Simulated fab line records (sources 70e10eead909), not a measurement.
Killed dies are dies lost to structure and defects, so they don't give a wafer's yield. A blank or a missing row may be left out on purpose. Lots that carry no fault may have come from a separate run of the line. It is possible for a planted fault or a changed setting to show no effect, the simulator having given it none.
Matching of chambers || flow nand_harc || 4 sister chambers for NHARC_THIN_TSV_CMP_21 on cmp-01
The step polishes, t overpolish 30 s, target thk 2000 nm. 8 wafers are shown with their chamber, then 8 later ones without.

== EACH WAFER AND ITS CHAMBER ==
{"wafer": "L583.2", "chamber": 1, "motor_current_A (A)": 9.8, "overpolish_run_s (s)": 29.999}
{"wafer": "L584.4", "chamber": 1, "motor_current_A (A)": 10.0, "overpolish_run_s (s)": 30.013}
{"wafer": "L585.5", "chamber": 0, "motor_current_A (A)": 14.1, "overpolish_run_s (s)": 30.010}
{"wafer": "L582.6", "chamber": 2, "motor_current_A (A)": 12.9, "overpolish_run_s (s)": 30.016}
{"wafer": "L590.1", "chamber": 3, "motor_current_A (A)": 12.5, "overpolish_run_s (s)": 30.006}
{"wafer": "L590.4", "chamber": 2, "motor_current_A (A)": 13.1, "overpolish_run_s (s)": 29.995}
{"wafer": "L590.6", "chamber": 0, "motor_current_A (A)": 13.7, "overpolish_run_s (s)": 29.999}
{"wafer": "L593.1", "chamber": 3, "motor_current_A (A)": 12.3, "overpolish_run_s (s)": 29.993}

== WAFERS WITH NO CHAMBER GIVEN ==
{"wafer": "L593.3", "motor_current_A (A)": 10.4, "overpolish_run_s (s)": 30.003}
{"wafer": "L593.4", "motor_current_A (A)": 13.5, "overpolish_run_s (s)": 29.987}
{"wafer": "L600.3", "motor_current_A (A)": 9.9, "overpolish_run_s (s)": 30.013}
{"wafer": "L600.4", "motor_current_A (A)": 13.7, "overpolish_run_s (s)": 29.991}
{"wafer": "L600.5", "motor_current_A (A)": 13.4, "overpolish_run_s (s)": 30.006}
{"wafer": "L605.3", "motor_current_A (A)": 12.5, "overpolish_run_s (s)": 30.001}
{"wafer": "L605.4", "motor_current_A (A)": 10.3, "overpolish_run_s (s)": 30.000}
{"wafer": "L605.6", "motor_current_A (A)": 12.9, "overpolish_run_s (s)": 29.999}

== THE CHAMBER EACH PASSED THROUGH ==
{"wafer": "L593.3", "from the rows above": 1, "in truth": 1}
{"wafer": "L593.4", "from the rows above": "can't be placed: 0 or 2", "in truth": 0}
{"wafer": "L600.3", "from the rows above": 1, "in truth": 1}
{"wafer": "L600.4", "from the rows above": 0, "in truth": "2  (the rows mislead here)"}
{"wafer": "L600.5", "from the rows above": "can't be placed: 2 or 0", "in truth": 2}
{"wafer": "L605.3", "from the rows above": 3, "in truth": 3}
{"wafer": "L605.4", "from the rows above": 1, "in truth": 1}
{"wafer": "L605.6", "from the rows above": "can't be placed: 2 or 3", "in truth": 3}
Correctly placed: 4 of 8. Can't be placed from these rows: 3 (the true chamber is among the candidates in 3). Placed wrongly: 1.
How it was worked out, from the rows above alone: a wafer's distance from a chamber is the root of the sum, over the readings, of the square of ((its reading less the chamber's mean) divided by the reading's scatter). If the next closest chamber is less than 2 further off than the closest, the wafer can't be placed; otherwise it belongs to the closest. The mean given for a chamber averages the wafers shown for that chamber. The scatter is the square root of a quotient: the sum, over the shown wafers, of each reading's squared deviation from its chamber's mean, divided by wafers minus chambers.
